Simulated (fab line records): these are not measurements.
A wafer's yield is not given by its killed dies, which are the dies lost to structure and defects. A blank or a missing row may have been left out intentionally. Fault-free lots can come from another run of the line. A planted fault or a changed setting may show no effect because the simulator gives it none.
Matching of chambers | flow n5Finfet | rieDiel-01 running N5_BEOL_M1_STRIP_66: 4 sister chambers
The step strips in CF4. 20 wafers are shown with their chamber, then 10 later ones without.

== WAFERS, EACH WITH ITS CHAMBER ==
wafer  | chamber | drypumpMotorCurrentA (A) | showerheadPlenumPTorr (Torr) | oesProductAu (a.u.)
L075.2 | 0       | 5.6                      | 1.78                         | 0.69
L075.4 | 2       | 6.3                      | 1.75                         | 0.77
L075.6 | 1       | 5.5                      | 1.78                         | 0.73
L077.1 | 1       | 5.5                      | 1.78                         | 0.72
L077.2 | 0       | 5.7                      | 1.78                         | 0.69
L077.6 | 1       | 5.4                      | 1.78                         | 0.73
L080.1 | 1       | 5.5                      | 1.78                         | 0.72
L080.5 | 3       | 5.4                      | 1.80                         | 0.73
L080.6 | 2       | 6.2                      | 1.75                         | 0.77
L082.1 | 1       | 5.5                      | 1.78                         | 0.72
L082.3 | 2       | 6.3                      | 1.75                         | 0.77
L082.5 | 0       | 5.7                      | 1.78                         | 0.68
L087.1 | 2       | 6.3                      | 1.74                         | 0.75
L087.2 | 3       | 5.4                      | 1.79                         | 0.73
L087.3 | 1       | 5.5                      | 1.78                         | 0.72
L091.1 | 1       | 5.5                      | 1.77                         | 0.71
L091.2 | 3       | 5.4                      | 1.79                         | 0.72
L091.6 | 1       | 5.5                      | 1.77                         | 0.70
L092.1 | 1       | 5.5                      | 1.77                         | 0.71
L092.2 | 2       | 6.2                      | 1.74                         | 0.74

SIGNATURES (means of the wafers above)
reading               | chamber 0 | chamber 1 | chamber 2 | chamber 3 | scatter within a chamber
drypumpMotorCurrentA  | 5.667     | 5.489     | 6.260     | 5.400     | 0.0415
showerheadPlenumPTorr | 1.7800    | 1.7767    | 1.7460    | 1.7933    | 0.00492
oesProductAu          | 0.6867    | 0.7178    | 0.7600    | 0.7267    | 0.0103
Rule: a wafer's distance from a chamber is the root of the sum, over the readings, of the square of ((its reading less the chamber's mean) divided by the reading's scatter). If the next closest chamber is less than 2 further off than the closest, the wafer can't be placed; otherwise it belongs to the closest. The scatter: the root of (the sum of the squares of (reading less its chamber's mean) over the shown wafers, divided by (wafers less chambers)).

== WAFERS MISSING THEIR CHAMBER ==
wafer  | drypumpMotorCurrentA (A) | showerheadPlenumPTorr (Torr) | oesProductAu (a.u.)
L092.3 | 5.4                      | 1.79                         | 0.72
L093.1 | 6.2                      | 1.74                         | 0.75
L093.2 | 5.4                      | 1.79                         | 0.72
L093.3 | 5.5                      | 1.77                         | 0.71
L094.2 | 5.4                      | 1.79                         | 0.72
L094.3 | 6.3                      | 1.74                         | 0.74
L094.5 | 5.5                      | 1.77                         | 0.71
L097.1 | 5.4                      | 1.77                         | 0.69
L097.3 | 5.4                      | 1.79                         | 0.71
L097.6 | 5.5                      | 1.77                         | 0.70

== WHICH CHAMBER EACH WENT THROUGH ==
wafer  | from the rows above     | in truth
L092.3 | 3                       | 3
L093.1 | 2                       | 2
L093.2 | 3                       | 3
L093.3 | 1                       | 1
L094.2 | 3                       | 3
L094.3 | 2                       | 2
L094.5 | 1                       | 1
L097.1 | 1                       | 1
L097.3 | can't be placed: 3 or 1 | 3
L097.6 | 1                       | 1
Correctly placed: 9 of 10. Unplaceable from these rows: 1, with the true chamber sitting among the candidates in 1. Placed wrongly: 0.
